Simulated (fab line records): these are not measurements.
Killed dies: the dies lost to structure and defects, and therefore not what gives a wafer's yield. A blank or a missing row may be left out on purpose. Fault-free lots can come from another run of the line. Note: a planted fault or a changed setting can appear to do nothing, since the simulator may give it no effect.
fab line records	flow n5-finfet
record lots=10	wafers=30	last-day=20
route steps=1938 shown SD_ACTIVATION@330 ILD0@343 SDB@349 BEOL_M4@1111
lots that met no fault: from a run of the same line without faults
start-h: hours from the record's opening day to when the first of the lot's shown wafers began	wait-h: how many hours have passed since the lot's step before this one	" the same as in the row above	L1.1+2: a row that stands for several wafers	- no value, or no start was given	* or withheld: withheld	< > ~ a bound
route shown NAME@n: NAME is a module with steps in the file, n the number in the route of the first one	usual: mean/standard deviation taken from wafers without a fault	same: alike in all rows	chamber/n: place in a boat	sites: per-site readings	_std_site: standard deviation of those values	_edge_site: mean of outer sites minus mean of inner sites	radius-mm: how far each site lies from the wafer's centre	mask NAME#n: copy n	behind: the tool/chamber that last shaped the wafer	hold: the reason the lot was held/the length of the hold in hours/how it ended	device: transistor that didn't switch, given as n, p or np	end of line: at the end of the route, the tests of the same wafers	a step with no rows: only its recipe	killed: not the wafer's yield, but the dies lost to structure and defects at the first sort	map: dies across one wafer; x = killed, . = not, _ = none there
set.NAME: the setting the step ran with; set.NAME@STEP: the setting that earlier step ran with	model.NAME: the simulator's own value behind a step, which no gauge read
a sample of lots followed through the steps of the route, with each step as a table and each wafer as a row
services: the hour from which a tool's chamber was out of use, counted from the record's first day as start-h (under 0 if before that day), plus the number of hours and why
## steps
# step N5_SD_ACTIVATION_RTA_00
# recipe temp-c=975	time-s=0	ambient=N2	idle-temp-c=600	ramp-up-c-per-s=150	ramp-down-c-per-s=60	cool-to-c=600
# usual lamp-power-pct=8.95/0.055	lamp_zone_1_pct=8.954/0.028	lamp_zone_6_pct=8.876/0.028	wafer_temp_C_max=975.3/1.8
lot.wafer	tool	chamber	start-h	wait-h	lamp-power-pct	lamp_zone_1_pct	lamp_zone_6_pct	wafer_temp_C_max
L830.1	rtp-anneal-01	0	65.44	0.3	9.02	8.928	8.917	976.6
L830.5	"	0	"	"	9.05	8.962	8.902	977.2
L830.6	"	0	"	"	8.96	8.971	8.885	975.5
L833.1	rtp-anneal-01	0	83.32	0.3	8.92	8.968	8.891	975.4
L833.5	"	0	"	"	8.95	8.936	8.891	975.8
L833.6	"	0	"	"	8.94	9.006	8.808	973.8
L835.1	rtp-anneal-01	0	97.35	0.1	9.01	8.954	8.879	975.4
L835.5	"	0	"	"	8.93	8.996	8.858	974.3
L835.6	"	0	"	"	8.94	8.940	8.890	974.1
L840.2	rtp-anneal-01	0	124.89	0.1	9.02	8.969	8.875	978.4
L840.3	"	0	"	"	8.87	9.016	8.868	975.4
L840.5	"	0	"	"	8.97	8.931	8.844	977.6
L841.2	rtp-anneal-02	0	132.66	0.1	8.99	8.959	8.904	974.4
L841.4	"	0	"	"	8.93	8.985	8.879	976.0
L841.6	"	0	"	"	9.06	8.931	8.852	974.7
L845.2	rtp-anneal-01	0	155.22	0.1	8.93	8.966	8.839	974.7
L845.4	"	0	"	"	9.06	8.936	8.833	973.1
L845.6	"	0	"	"	8.85	8.939	8.868	975.7
L846.2	rtp-anneal-02	0	162.95	0.1	9.04	8.986	8.930	977.2
L846.4	"	0	"	"	8.99	8.971	8.860	976.6
L846.5	"	0	"	"	8.93	8.964	8.854	976.6
L850.3	rtp-anneal-01	0	185.16	0.1	8.93	8.974	8.838	971.8
L850.4	"	0	"	"	9.04	9.003	8.866	976.6
L850.6	"	0	"	"	8.96	8.894	8.868	974.6
L851.2	rtp-anneal-01	0	198.00	0.1	8.93	8.922	8.828	976.3
L851.4	"	0	"	"	9.03	8.962	8.888	976.4
L851.6	"	0	"	"	8.93	8.981	8.833	974.5
L852.1	rtp-anneal-01	0	199.38	0.0	8.88	8.941	8.830	977.0
L852.2	"	0	"	"	8.96	8.919	8.887	977.8
L852.6	"	0	"	"	8.94	8.957	8.887	973.8
# step N5_ILD0_ALD_15
# recipe material=SiNx	target-thk-a=240	temp-c=400	ald-precursor-family=SiH2I2	ald-co-reactant=N2/H2-plasma	pulse-time-s=1	ald-cycles=480	purge-time-s=2	co-reactant-purge-time-s=2	pressure-torr=2
# usual heater-power-w=850/57	precursor-pulse-height-rel=1.000/0.018
lot.wafer	tool	chamber	start-h	wait-h	heater-power-w	precursor-pulse-height-rel
L830.1	ald-sin-03	3	69.95	0.6	893	0.991
L830.5	"	1	71.04	1.2	846	0.981
L830.6	"	0	"	"	831	0.972
L833.1	ald-sin-02	2	88.05	0.8	782	1.007
L833.5	"	0	89.14	1.5	922	1.002
L833.6	"	1	"	"	851	1.013
L835.1	ald-sin-04	3	101.81	0.6	833	1.025
L835.5	"	1	102.90	1.2	789	1.001
L835.6	"	0	"	"	906	0.985
L840.2	ald-sin-02	3	129.37	0.5	926	1.027
L840.3	"	2	"	"	796	1.018
L840.5	"	1	130.46	1.2	883	1.014
L841.2	ald-sin-02	3	137.30	0.5	953	0.982
L841.4	"	0	"	"	923	1.008
L841.6	"	2	138.39	1.1	781	1.023
L845.2	ald-sin-04	1	159.68	0.5	784	1.008
L845.4	"	2	"	"	741	0.991
L845.6	"	2	160.77	1.1	757	0.991
L846.2	ald-sin-03	3	167.40	0.5	916	1.006
L846.4	"	1	"	"	799	1.024
L846.5	"	2	168.49	1.2	854	1.012
L850.3	ald-sin-03	0	192.64	1.7	816	1.022
L850.4	"	1	"	"	805	1.013
L850.6	"	2	193.72	2.4	901	0.983
L851.2	ald-sin-04	1	203.91	0.5	763	0.990
L851.4	"	3	"	"	789	0.988
L851.6	"	1	204.99	1.2	758	0.978
L852.1	ald-sin-02	2	205.03	0.6	783	1.018
L852.2	"	3	"	"	942	0.980
L852.6	"	0	206.12	1.1	944	1.017
# step N5_SDB_COAT_04
# recipe resist=SiARC	temp-c=220	time-s=60	spin-rpm=1500	resist-thk-nm=18
# usual chill-plate-temp-C=22.96/0.11	run-length-s=66.31/0.2
lot.wafer	tool	chamber	start-h	wait-h	chill-plate-temp-C	run-length-s
L830.1	litho-track-03	0	72.60	-	23.15	66.59
L830.5	"	0	"	"	23.06	66.31
L830.6	"	0	"	"	22.95	66.58
L833.1	litho-track-05	0	90.72	-	22.88	66.12
L833.5	"	0	"	"	23.02	66.10
L833.6	"	0	"	"	22.99	66.17
L835.1	litho-track-02	0	104.66	-	22.89	66.52
L835.5	"	0	"	"	22.92	66.73
L835.6	"	0	"	"	22.83	66.56
L840.2	litho-track-05	0	132.06	-	23.02	66.17
L840.3	"	0	"	"	23.05	76.86
L840.5	"	0	"	"	23.07	66.07
L841.2	litho-track-05	0	139.95	-	23.03	66.02
L841.4	"	0	"	"	22.94	77.04
L841.6	"	0	"	"	23.08	76.73
L845.2	litho-track-02	0	162.66	-	22.93	66.76
L845.4	"	0	"	"	23.02	66.48
L845.6	"	0	"	"	22.90	66.45
L846.2	litho-track-03	0	170.04	-	22.77	66.54
L846.4	"	0	"	"	22.84	66.50
L846.5	"	0	"	"	23.12	66.28
L850.3	litho-track-05	0	195.31	-	22.98	66.05
L850.4	"	0	"	"	23.02	66.17
L850.6	"	0	"	"	22.94	66.02
L851.2	litho-track-05	0	206.58	-	22.99	66.43
L851.4	"	0	"	"	23.06	66.04
L851.6	"	0	"	"	23.00	66.37
L852.1	litho-track-05	0	207.87	-	22.95	66.24
L852.2	"	0	"	"	22.90	66.09
L852.6	"	0	"	"	22.93	66.02
# step N5_SDB_CD_MEAS_11
# recipe target-cd-nm=50	landing-energy-ev=500	detector=se-inlens	polarity=opening
# usual cd-nm=49.7/0.82
lot.wafer	tool	chamber	start-h	wait-h	cd-nm
L830.1	cd-sem-01	0	72.96	-	49.4
L830.5	"	0	"	"	50.4
L830.6	"	0	"	"	49.7
L833.1	cd-sem-03	0	91.09	-	49.6
L833.5	"	0	"	"	50.1
L833.6	"	0	"	"	49.3
L835.1	cd-sem-01	0	105.03	-	49.6
L835.5	"	0	"	"	49.7
L835.6	"	0	"	"	48.2
L840.2	cd-sem-02	0	132.43	-	48.9
L840.3	"	0	"	"	49.4
L840.5	"	0	"	"	49.7
L841.2	cd-sem-02	0	140.19	-	49.7
L841.4	"	0	"	"	49.4
L841.6	"	0	"	"	49.6
L845.2	cd-sem-03	0	163.03	-	50.2
L845.4	"	0	"	"	49.4
L845.6	"	0	"	"	50.5
L846.2	cd-sem-02	0	170.29	-	48.5
L846.4	"	0	"	"	48.3
L846.5	"	0	"	"	49.5
L850.3	cd-sem-03	0	195.55	-	50.8
L850.4	"	0	"	"	49.3
L850.6	"	0	"	"	49.4
L851.2	cd-sem-02	0	206.94	-	50.6
L851.4	"	0	"	"	48.6
L851.6	"	0	"	"	49.2
L852.1	cd-sem-03	0	208.24	-	51.0
L852.2	"	0	"	"	49.5
L852.6	"	0	"	"	49.6
# step N5_BEOL_M4_RC_MEAS_101
# usual DIBL_N=35.9/1.2	DIBL_P=35.9/1.4	IOFF_N=0.149/0.02	IOFF_P=0.205/0.022	ION_N=671/8.8	ION_P=461/5.9	SS_N=71.4/0.51	SS_P=73.2/0.56	VT_N=250.6/2.5	VT_P=-250.1/2.3
lot.wafer	tool	chamber	start-h	wait-h	DIBL_N[mV/V]	DIBL_P[mV/V]	IOFF_N[nA/um]	IOFF_P[nA/um]	ION_N[uA/um]	ION_P[uA/um]	SS_N[mV/dec]	SS_P[mV/dec]	VT_N[mV]	VT_P[mV]
L830.1	prober-02	0	208.48	0.0	36.4	35.8	0.157	0.223	676	466	71.5	73.6	249.7	-246.2
L830.5	"	0	"	"	36.8	35.7	0.157	0.233	671	466	72.5	73.6	250.3	-248.6
L830.6	"	0	"	"	36.7	36.5	0.165	0.243	671	465	71.3	72.3	249.1	-247.0
L833.1	prober-02	0	243.12	0.0	33.7	35.3	0.114	0.181	653	453	70.9	73.1	253.2	-251.4
L833.5	"	0	"	"	35.6	38.1	0.147	0.214	666	458	72.0	73.2	251.1	-251.1
L833.6	"	0	"	"	34.3	35.7	0.121	0.177	650	452	71.3	72.8	255.3	-254.3
L835.1	prober-01	0	246.53	0.0	35.2	35.3	0.126	0.174	666	451	71.1	72.8	252.4	-251.1
L835.5	"	0	"	"	36.3	36.9	0.146	0.195	674	460	72.0	73.3	251.7	-251.5
L835.6	"	0	"	"	35.7	36.8	0.137	0.201	667	464	71.2	73.7	254.8	-249.2
L841.2	prober-02	0	269.31	0.2	35.5	33.2	0.119	0.190	652	458	70.8	71.9	253.3	-250.8
L841.4	"	0	"	"	34.5	31.5	0.107	0.169	653	462	70.2	71.6	254.1	-251.5
L841.6	"	0	"	"	36.6	34.0	0.129	0.198	656	460	70.9	71.9	253.5	-250.2
L840.2	prober-02	0	292.95	0.2	35.4	36.6	0.155	0.226	673	468	71.3	72.8	249.3	-245.9
L840.3	"	0	"	"	35.5	36.1	0.155	0.220	673	474	71.1	73.2	248.9	-246.5
L840.5	"	0	"	"	35.7	36.3	0.156	0.220	677	470	70.9	73.4	249.2	-244.9
L846.2	prober-01	0	297.68	0.2	36.2	37.5	0.150	0.202	672	464	71.1	73.4	249.7	-249.9
L846.4	"	0	"	"	36.0	37.1	0.156	0.198	672	458	70.9	73.2	249.8	-249.9
L846.5	"	0	"	"	36.6	38.0	0.162	0.208	674	465	71.8	73.9	247.4	-251.6
L851.2	prober-01	0	323.70	0.2	34.6	33.9	0.118	0.166	658	451	71.4	72.5	255.1	-253.8
L851.4	"	0	"	"	37.2	36.8	0.165	0.211	676	461	71.7	73.7	248.7	-246.3
L851.6	"	0	"	"	34.8	34.6	0.129	0.175	665	456	71.1	72.6	254.3	-252.8
L845.2	prober-02	0	332.79	0.2	35.2	35.7	0.155	0.208	679	461	71.3	73.5	250.0	-251.0
L845.4	"	0	"	"	34.3	33.9	0.130	0.185	673	470	70.8	72.9	253.4	-250.6
L845.6	"	0	"	"	36.0	35.9	0.161	0.214	684	473	71.6	74.0	248.7	-246.9
L850.3	prober-02	0	340.11	0.3	35.6	35.4	0.138	0.189	679	462	71.5	73.1	250.3	-253.0
L850.4	"	0	"	"	36.9	37.1	0.156	0.223	673	460	71.5	73.9	247.9	-248.4
L850.6	"	0	"	"	36.2	35.8	0.145	0.202	665	456	71.6	72.9	247.4	-251.8
L852.1	prober-02	0	360.66	0.0	37.5	35.7	0.171	0.244	680	473	71.2	74.4	247.1	-247.2
L852.2	"	0	"	"	36.5	34.1	0.145	0.216	664	461	71.5	74.0	249.7	-248.4
L852.6	"	0	"	"	36.1	34.7	0.144	0.222	673	470	71.0	73.2	249.8	-246.4
## services
tool	chamber	start-h	hours	kind
ald-sin-03	0	47.26	11.7	repair
ald-sin-04	-	64.18	1.5	repair
ald-sin-03	-	85.25	14.0	pm
ald-sin-03	0	85.25	14.0	vent-cycle
ald-sin-03	1	85.25	14.0	vent-cycle
ald-sin-03	2	85.25	14.0	vent-cycle
ald-sin-03	3	85.25	14.0	vent-cycle
ald-sin-03	0	99.25	-	clean
ald-sin-03	1	99.25	-	clean
ald-sin-03	2	99.25	-	clean
ald-sin-03	3	99.25	-	clean
ald-sin-04	-	136.70	1.3	repair
ald-sin-02	3	140.63	5.9	repair
ald-sin-04	-	174.53	2.8	pm
ald-sin-03	2	183.02	6.6	repair
ald-sin-04	0	191.28	-	clean
ald-sin-04	1	191.28	-	clean
ald-sin-04	2	191.28	-	clean
ald-sin-04	3	191.28	-	clean
## key
first-sign step=N5_SDB_COAT_04	reading=run-length-s	direction=up	sigmas=52	usual=*	struck=*
effect none on later readings
met-at N5_SDB_COAT_04
struck-lots L840,L841
struck-wafers L840.3,L841.4,L841.6
not-acting-at N5_SD_ACTIVATION_RTA_00,N5_ILD0_ALD_15,N5_SDB_CD_MEAS_11
onset-between 90.72 132.06
fault kind=process-parameter-drift	tool=litho-track-05	chamber=-	onset-h=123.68	steps=N5_SDB_COAT_04	channel=time-s	offset=*	shape=step	end-h=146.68	scope=struck-wafers-only	acts-in=*	stated=*
